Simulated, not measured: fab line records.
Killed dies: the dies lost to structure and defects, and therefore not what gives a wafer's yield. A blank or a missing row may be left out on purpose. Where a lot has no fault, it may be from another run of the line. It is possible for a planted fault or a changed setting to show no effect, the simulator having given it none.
2 desks looking at one fault	flow nand harc	what lay behind the numbers comes last; until then each desk has only its own

DESK OF THE TOOL OWNER: pecvd-03
The tool's own readings at NHARC_THIN_TSV_DEP_43 (deposits SiO2, target thk 1328.5 nm): means of the sampled wafers that have a number, for each lot that ran on this tool. If a lot's mean is further than 4 standard deviations from the usual mean, the lot is out of limits and carries the mark OUT (the distance appears in the brackets).
Columns: A = throttle valve pct at NHARC_THIN_TSV_DEP_43, usual 15.8 %
lot	first seen here	A
L276	day 19 19:27	15.9
L275	day 19 20:38	15.9
L278	day 20 17:21	15.9
L287	day 22 20:08	15.0
This desk's finding: nothing out of limits on any of the 4 lots.

AT THE METROLOGY DESK
Lot by lot, what the gauges showed, no matter which tool ran the lot: averages of those sampled wafers that carry a number. If a lot's mean is further than 4 standard deviations from the usual mean, the lot is out of limits and carries the mark OUT (the distance appears in the brackets).
Columns: A = thk nm at NHARC_A_BONDPAD_THK_MEAS_20, usual 169.8 nm
lot	first seen here	A
L274	day 18 17:43	169.5
L273	day 18 17:59	170.7
L271	day 18 18:02	169.2
L276	day 19 07:04	168.3
L275	day 19 08:17	171.2
L279	day 19 16:41	170.8
L278	day 20 02:56	169.5
L280	day 20 17:46	170.4
L283	day 20 18:34	169.8
L287	day 22 06:09	169.2
L291	day 22 14:30	170.6
L293	day 23 04:44	168.8
This desk's finding: nothing out of limits on any of the 12 lots.

ALL TOGETHER
Nothing out of limits was seen by the tool owner's desk.
From the metrology desk's view, nothing was out of limits.

WHAT WAS PUT IN BY THE SIMULATOR
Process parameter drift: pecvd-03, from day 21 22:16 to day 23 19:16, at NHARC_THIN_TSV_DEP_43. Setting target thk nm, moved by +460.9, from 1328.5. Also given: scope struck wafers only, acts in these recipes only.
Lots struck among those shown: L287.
